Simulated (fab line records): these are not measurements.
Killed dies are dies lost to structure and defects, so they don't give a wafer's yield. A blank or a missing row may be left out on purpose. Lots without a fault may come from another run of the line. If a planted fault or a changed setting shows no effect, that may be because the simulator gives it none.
One fault seen from 2 desks || flow n5-finfet || each desk has only its own numbers; what lay behind them comes last

## TOOL OWNER'S DESK, rie-diel-03
The tool's own readings at N5_SDB_ETCH_17 (etches SiARC in CF4, target depth 23.4 nm, time 39 s): means of the sampled wafers that have a number, for each lot that ran on this tool. The brackets show how far a lot's mean lies from the usual mean; more than 4 standard deviations puts the lot out of limits, marked OUT.
Columns: A = bias-w at N5_SDB_ETCH_17, usual 36.00 W; B = drypump-motor-current-A at N5_SDB_ETCH_17, usual 5.6 A; C = etch-rf-on-time-s at N5_SDB_ETCH_17, usual 39.6 s; D = oes-product-au at N5_SDB_ETCH_17, usual 0.68 a.u.; E = rf-vpp-V at N5_SDB_ETCH_17, usual 184.0 V; F = showerhead-plenum-p-Torr at N5_SDB_ETCH_17, usual 2.12 Torr; G = throttle-valve-pct at N5_SDB_ETCH_17, usual 15.58 %
{"lot": "L179", "first seen here": "day 4 04:15", "A": 35.95, "B": 5.6, "C": 40.4, "D": 0.69, "E": 184.0, "F": 2.18, "G": 15.45}
{"lot": "L180", "first seen here": "day 4 06:41", "A": 36.02, "B": 5.4, "C": 40.5, "D": 0.75, "E": 184.3, "F": 2.11, "G": 15.40}
{"lot": "L181", "first seen here": "day 4 16:16", "A": 36.08, "B": 5.3, "C": 39.7, "D": 0.70, "E": 184.2, "F": 2.16, "G": 15.45}
{"lot": "L183", "first seen here": "day 5 01:18", "A": 36.03, "B": 5.4, "C": 39.6, "D": 0.65, "E": 184.8, "F": 2.14, "G": 15.47}
{"lot": "L195", "first seen here": "day 7 23:47", "A": 35.95, "B": 5.3, "C": 37.6, "D": 0.70, "E": 183.9, "F": 2.15, "G": 15.50}
{"lot": "L196", "first seen here": "day 8 07:07", "A": 36.08, "B": 5.3, "C": 37.7, "D": 0.70, "E": 184.3, "F": 2.15, "G": 15.50}
Finding of this desk: none of the 6 lots has anything out of limits.

## THE DEFECT DESK
What the inspections along the route counted, lot by lot: means of the sampled wafers that have a number. The brackets show how far a lot's mean lies from the usual mean; more than 4 standard deviations puts the lot out of limits, marked OUT.
Columns: A = raw-defect-count at N5_SDB_INSPECT_13, usual 92
{"lot": "L178", "first seen here": "day 3 18:15", "A": 58}
{"lot": "L179", "first seen here": "day 4 04:11", "A": 41}
{"lot": "L180", "first seen here": "day 4 06:37", "A": 209}
{"lot": "L181", "first seen here": "day 4 15:54", "A": 54}
{"lot": "L183", "first seen here": "day 5 01:14", "A": 81}
{"lot": "L185", "first seen here": "day 5 11:13", "A": 57}
{"lot": "L186", "first seen here": "day 5 18:22", "A": 80}
{"lot": "L193", "first seen here": "day 7 15:01", "A": 123}
{"lot": "L195", "first seen here": "day 7 23:43", "A": 111}
{"lot": "L196", "first seen here": "day 8 07:02", "A": 119}
Finding of this desk: none of the 10 lots has anything out of limits.

## ALL TOGETHER
The tool owner's desk saw nothing out of limits.
No out-of-limits result turned up at the defect desk.

## WHAT HAD BEEN PUT IN BY THE SIMULATOR
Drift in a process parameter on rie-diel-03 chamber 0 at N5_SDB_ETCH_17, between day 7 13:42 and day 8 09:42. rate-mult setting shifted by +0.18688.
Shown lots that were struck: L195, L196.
